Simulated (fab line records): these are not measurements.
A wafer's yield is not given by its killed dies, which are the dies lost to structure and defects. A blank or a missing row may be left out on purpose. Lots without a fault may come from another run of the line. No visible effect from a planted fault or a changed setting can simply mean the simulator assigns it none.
Comparing a struck lot with a sound one ; flow nand-harc ; 14 steps out of a route of 1302
Sound: wafers L253.2, L253.3, L253.6. Struck: wafers L260.4, L260.5, L260.6. Last of all comes the cause.
At each step with rows: each side's tool, then ch and its chambers, then its first start. Under that, the readings that differ: sound wafers ; struck wafers ; difference of the means ; sigmas: that difference in standard deviations of wafers without a fault.
alike: words and numbers the same on both sides, and readings whose means are apart by under 2 such deviations; not compared: readings that were withheld, readings missing a value for some wafer, numbers with overlapping values and no deviation given by the record, and bounds like >300 which may hide the same value.
The two part at a step that has a row with sigmas, a row that says differs or no value, or rows on one side only. Numbers that have no deviation but don't overlap get no sigmas and don't part them. Lack of a reading on every wafer of one side parts them only where that side has two or more wafers.

NHARC_A_CHANNEL_FILL_D2_ETCHBACK_20: etches the open film in C4F8/O2/Ar, target depth 27 nm, time 13.5 s.
  sound on rie-diel-10 ch 0,1, day 17 21:21; struck on rie-diel-09 ch 0,1,2, day 21 16:46
  alike: oes-product-au, rf-vpp-V
  not compared: rf-hours-counter-h
NHARC_A_CHANNEL_FILL_D2_STRIP_28: strips in O2, time 20 s.
  sound on rie-diel-10 ch 0,1,3, day 17 21:26; struck on rie-diel-09 ch 2,3, day 21 16:50
  alike: drypump-motor-current-A, oes-product-au, rf-vpp-V, showerhead-plenum-p-Torr, throttle-valve-pct
  not compared: rf-hours-counter-h
then, 4 steps without rows for these wafers: NHARC_A_CHANNEL_FILL_D2_PRECLEAN_21 (cleans in dHF, time 30 s); NHARC_A_CHANNEL_FILL_D2_SRD_23; NHARC_A_CHANNEL_FILL_D2_CVD_05 (deposits poly-Si, target thk 5 nm); NHARC_A_CHANNEL_FILL_D2_ANNEAL_22 (time 7200 s).
NHARC_A_CHANNEL_FILL_D2_ALD_25: deposits SiOx, target thk 60 nm, pulse time 10 s, ald cycles 600.
  sound on ald-hk-03 ch 0,1,2, day 18 10:13; struck on ald-hk-03 ch 0,1, day 22 07:17
  alike: heater-power-outer-w, heater-power-w, precursor-pulse-height-rel
NHARC_A_CHANNEL_FILL_D2_ETCHBACK_08: etches the open film in C4F8, target depth 220 nm, time 110 s.
  sound on rie-diel-09 ch 1,2; struck on rie-diel-10 ch 0,1,2
  alike: oes-product-au, rf-vpp-V
  not compared: rf-hours-counter-h
NHARC_A_CHANNEL_FILL_D2_STRIP_29: strips in O2, time 20 s.
  sound on rie-diel-09 ch 1,2,3; struck on rie-diel-10 ch 0,2,3
  alike: drypump-motor-current-A, oes-product-au, rf-vpp-V, showerhead-plenum-p-Torr, throttle-valve-pct
  not compared: rf-hours-counter-h
then, 2 steps without rows for these wafers: NHARC_A_CHANNEL_FILL_D2_PRECLEAN_30 (cleans in dHF, time 30 s); NHARC_A_CHANNEL_FILL_D2_SRD_31.
NHARC_A_CHANNEL_FILL_D2_CVD_09: deposits poly-Si, target thk 150 nm, time 3000 s.
  sound on lpcvd-poly-01 ch 0, day 18 18:23; struck on lpcvd-poly-01 ch 0, day 22 15:26
reading;sound;struck;difference;sigmas
spike-tc-bottom-C (C);643.5 641.8 642.8;596.7 595.9 593.3;-47.4;-39
spike-tc-centre-C (C);621.0 622.6 622.8;573.4 572.1 573.0;-49.3;-27
spike-tc-lower-C (C);620.2 620.8 621.0;571.1 571.7 571.8;-49.1;-51
spike-tc-top-C (C);638.1 639.2 639.2;592.3 592.6 591.2;-46.8;-16
spike-tc-upper-C (C);619.1 619.1 619.6;570.9 569.3 570.0;-49.2;-45
tube-center-temp-C (C);620.05 620.04 619.96;571.3 571.41 571.37;-48.7;-99 or more
zone-power-lower-pct (%);8.73 8.83 8.54;7.63 7.55 7.58;-1.11;-4
NHARC_A_CHANNEL_FILL_D2_CMP_10: polishes, target thk 150 nm.
  sound on cmp-01 ch 0,2,3, day 18 21:31; struck on cmp-01 ch 0,3, day 22 18:35
reading;sound;struck;difference;sigmas
time-to-endpoint-s (s);14 20 16;6 6 6;-11;-3
  alike: motor-current-A
NHARC_END_SORT_01:
  the record has rows for the sound wafers here (prober-02 ch 0, day 27 16:48) and none for the struck ones

== WHERE THEY PART ==
First at NHARC_A_CHANNEL_FILL_D2_CVD_09; last, within this record, at NHARC_END_SORT_01.

WHY: whatever the simulator had introduced
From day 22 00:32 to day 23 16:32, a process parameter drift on lpcvd-poly-01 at NHARC_A_CHANNEL_FILL_D2_CVD_09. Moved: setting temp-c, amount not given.
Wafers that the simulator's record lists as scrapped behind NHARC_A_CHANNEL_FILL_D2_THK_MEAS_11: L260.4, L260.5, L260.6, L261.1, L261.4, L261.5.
